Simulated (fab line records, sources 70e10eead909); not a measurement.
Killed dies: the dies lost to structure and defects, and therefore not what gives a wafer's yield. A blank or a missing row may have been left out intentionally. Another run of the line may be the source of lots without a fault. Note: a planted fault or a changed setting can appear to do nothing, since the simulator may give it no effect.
Matching of chambers | flow nand_harc | rie_diel-11 running NHARC_P_M1_STRIP_18: 4 sister chambers
The step strips in N2/H2. 8 wafers are shown with their chamber, then 8 later ones without.

## WAFERS WITH THEIR CHAMBER
wafer  | chamber | showerhead_plenum_p_Torr (Torr) | drypump_motor_current_A (A)
L074.4 | 2       | 2.16                            | 5.84
L077.3 | 2       | 2.16                            | 5.88
L077.4 | 3       | 2.12                            | 6.08
L087.1 | 3       | 2.11                            | 6.06
L087.4 | 0       | 2.02                            | 6.06
L090.1 | 0       | 2.02                            | 6.10
L090.6 | 1       | 1.95                            | 6.25
L091.2 | 1       | 1.95                            | 6.23

## WAFERS WITH NO CHAMBER GIVEN
wafer  | showerhead_plenum_p_Torr (Torr) | drypump_motor_current_A (A)
L091.4 | 2.02                            | 6.11
L091.6 | 2.02                            | 6.11
L094.4 | 2.02                            | 6.06
L094.5 | 1.95                            | 6.21
L094.6 | 2.15                            | 5.91
L095.2 | 2.02                            | 6.09
L095.5 | 2.02                            | 6.10
L095.6 | 1.95                            | 6.25

## THE CHAMBER EACH PASSED THROUGH
wafer  | from the rows above | in truth
L091.4 | 0                   | 0
L091.6 | 0                   | 0
L094.4 | 0                   | 0
L094.5 | 1                   | 1
L094.6 | 2                   | 2
L095.2 | 0                   | 0
L095.5 | 0                   | 0
L095.6 | 1                   | 1
Correctly placed: 8 of 8. Can't be placed from these rows: 0. Number placed wrongly: 0.
How it was worked out, from the rows above alone: a wafer's distance from a chamber is the root of the sum, over the readings, of the square of ((its reading less the chamber's mean) divided by the reading's scatter). The wafer belongs to the nearest chamber; if the next one is less than 2 further off, it can't be placed. For every chamber, the mean is computed from those of its wafers that are shown. How the scatter is found: for the shown wafers, subtract from each reading the mean of its chamber, square and add these, divide the total by (wafers less chambers), then take the root.
